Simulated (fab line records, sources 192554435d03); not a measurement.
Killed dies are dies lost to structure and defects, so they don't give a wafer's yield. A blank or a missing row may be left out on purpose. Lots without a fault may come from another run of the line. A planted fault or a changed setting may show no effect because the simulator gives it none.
Which tool did it? | flow n5_finfet | 11 lots, 32 wafers sampled, at 1 step of a route of 1938

WHAT THE GAUGES READ, wafer by wafer
N5_DUMMY_GATE_CD_MEAS_24: target cd 15 nm.
lot  | measured    | on        | cd_nm (nm)
L389 | day 3 01:08 | cd_sem-02 | 15.2 15.4 14.8
L393 | day 3 23:33 | cd_sem-01 | 14.4 15.8 15.5
L392 | day 4 00:20 | cd_sem-02 | 15.3 14.9 14.9
L395 | day 4 12:57 | cd_sem-01 | 15.1 14.4 13.0
L396 | day 4 18:56 | cd_sem-02 | 14.7 16.2 16.0
L397 | day 5 07:28 | cd_sem-01 | 14.7 14.4 15.2
L398 | day 5 10:38 | cd_sem-02 | 15.3 14.2
L399 | day 5 22:29 | cd_sem-02 | 15.3 15.6 15.3
L403 | day 6 13:54 | cd_sem-02 | 16.0 15.0 15.2
L408 | day 7 18:42 | cd_sem-03 | 14.8 15.6 14.8
L409 | day 8 01:27 | cd_sem-01 | 15.0 15.2 15.2

WHICH TOOL RAN EACH LOT (tool, then ch and the chambers of the sampled wafers, then the start)
The record holds no process step before these readings.

THE ANSWER, worked out from the rows above alone
Rule: what is usual is taken from the lots themselves. Put in order of their means at a reading, lots are off if they are a third of the lots or fewer, leave a main group of 4 or more, and stand apart from it by a gap of 3 or more times the standard deviation of the main group's means; of several such gaps the widest counts. A main group whose means are all the same, to the digits that the tables above print for the reading, isn't used. A lot without any number at a reading at which 4 lots or more have one is off too. The other lots that the step has rows for count as sound.
No lot is off at any reading shown: from this, nothing can be told.

WHAT THE SIMULATOR HAD PUT IN
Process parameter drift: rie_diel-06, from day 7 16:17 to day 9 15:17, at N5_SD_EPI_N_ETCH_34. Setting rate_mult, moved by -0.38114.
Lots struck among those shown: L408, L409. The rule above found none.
